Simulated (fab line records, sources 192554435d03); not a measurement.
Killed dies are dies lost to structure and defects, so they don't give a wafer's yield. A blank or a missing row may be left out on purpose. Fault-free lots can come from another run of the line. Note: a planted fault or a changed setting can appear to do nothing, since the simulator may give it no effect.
A lot that was struck, set against a sound lot    flow n5 finfet    15 out of 1938 route steps
Sound: these wafers, L556.2, L556.3, L556.4. Struck: wafer L561.1; the same lot's L561.5 was not struck, so it is left out; see the end for the cause.
At each step with rows: each side's tool, then ch and its chambers, then its first start. Under that, the readings that differ: sound wafers    struck wafers    difference of the means    sigmas: that difference in standard deviations of wafers without a fault.
alike: same words and numbers on both sides, and readings whose means sit less than 2 such deviations apart. not compared: any withheld reading, any reading some wafer has no value for, any bound like >300 that may hide the same value, and any number with overlapping values for which the record gives no deviation.
A row with sigmas, a row that says differs or no value, or rows on one side alone: a step with any of these is where the two part. When numbers do not overlap yet have no deviation, they are printed without sigmas and do not part them. A reading missing from all wafers of one side parts the sides only when that side holds two or more wafers.

first, 7 steps without rows for these wafers: N5_BEOL_M10_COAT_64 (time 60 s, resist thk 30 nm); N5_BEOL_M10_COAT_22 (resist thk 90 nm); N5_BEOL_M10_EBR_24; N5_BEOL_M10_SOFTBAKE_23 (time 60 s); N5_BEOL_M10_EXPOSE_25 (exposes mask V9); N5_BEOL_M10_PEB_26 (peb time 60 s); N5_BEOL_M10_DEVELOP_27 (develop time 30 s).
N5_BEOL_M10_CD_MEAS_28: target cd 70 nm.
  sound on cd sem-03 ch 0, day 12 06:49; struck on cd sem-01 ch 0, day 12 21:02
  alike: cd nm
N5_BEOL_M10_OVL_MEAS_29:
  sound on overlay-01 ch 0, day 12 06:50; struck on overlay-02 ch 0, day 12 21:04
  alike: V9_OVL
N5_BEOL_M10_INSPECT_30: inspects for defects (brightfield).
  sound on defect inspect-01, day 12 06:52; struck on defect inspect-02, day 12 21:05
  alike: raw defect count
N5_BEOL_M10_DESCUM_33: chemistry O2, time 7.9 s.
  sound on rie diel-02 ch 0,1,3, day 12 07:17; struck on rie diel-04 ch 1, day 12 21:07
  alike: drypump motor current A, o2 flow sccm, oes product au, rf vpp V, showerhead plenum p Torr, throttle valve pct
  not compared: rf hours counter h
N5_BEOL_M10_ETCH_65: etches SiARC in CF4, target depth 39 nm, time 65 s.
  sound on rie diel-02 ch 0,1,3, day 12 07:19; struck on rie diel-04 ch 1, day 12 21:10
  alike: cf4 flow sccm, drypump motor current A, etch rf on time s, oes product au, rf vpp V, showerhead plenum p Torr, throttle valve pct
  not compared: rf hours counter h
N5_BEOL_M10_ETCH_66: etches SOC in N2/H2, target depth 120 nm, overetch 24 nm, time 180 s.
  sound on rie diel-02 ch 0,1,3, day 12 07:22; struck on rie diel-04 ch 1, day 12 21:13
reading                                      sound           struck  difference  sigmas
model.SiARC_of_BEOL_M10_COAT_64.thk nm (nm)  23.2 23.2 22.6  24      +1          
  alike: drypump motor current A, oes product au, rf vpp V, showerhead plenum p Torr, throttle valve pct
  not compared: rf hours counter h
then, 1 step without rows for these wafers: N5_BEOL_M10_STRIP_69 (strips in N2/H2).
-- record jumps: 2 days separate the struck wafers' starts on either side; left off in module BEOL_M10, taken up again in module PASSIVATION, whose first shown step is the route's number 1936 --
N5_PASSIVATION_PROBE_49:
  sound on prober-02, day 14 12:52; struck on prober-02, day 15 04:11
reading              sound     struck  difference  sigmas
killed at front end  62 43 33  21      -25         -2
killed open          77 65 69  46      -24         -2
  alike: defect limited yield, killed_at_M0_to_M3, killed_at_M4_up, killed at contacts, killed at other, killed dies, killed on rim, killed short, sort_bin_4_leakage, sort_bin_5_function, sort_bin_6_memory, sort_bin_8_speed, sort n pass, sort yield pct

== WHERE THEY PART ==
N5_PASSIVATION_PROBE_49 only, going by this record.

WHY: what had been put in by the simulator
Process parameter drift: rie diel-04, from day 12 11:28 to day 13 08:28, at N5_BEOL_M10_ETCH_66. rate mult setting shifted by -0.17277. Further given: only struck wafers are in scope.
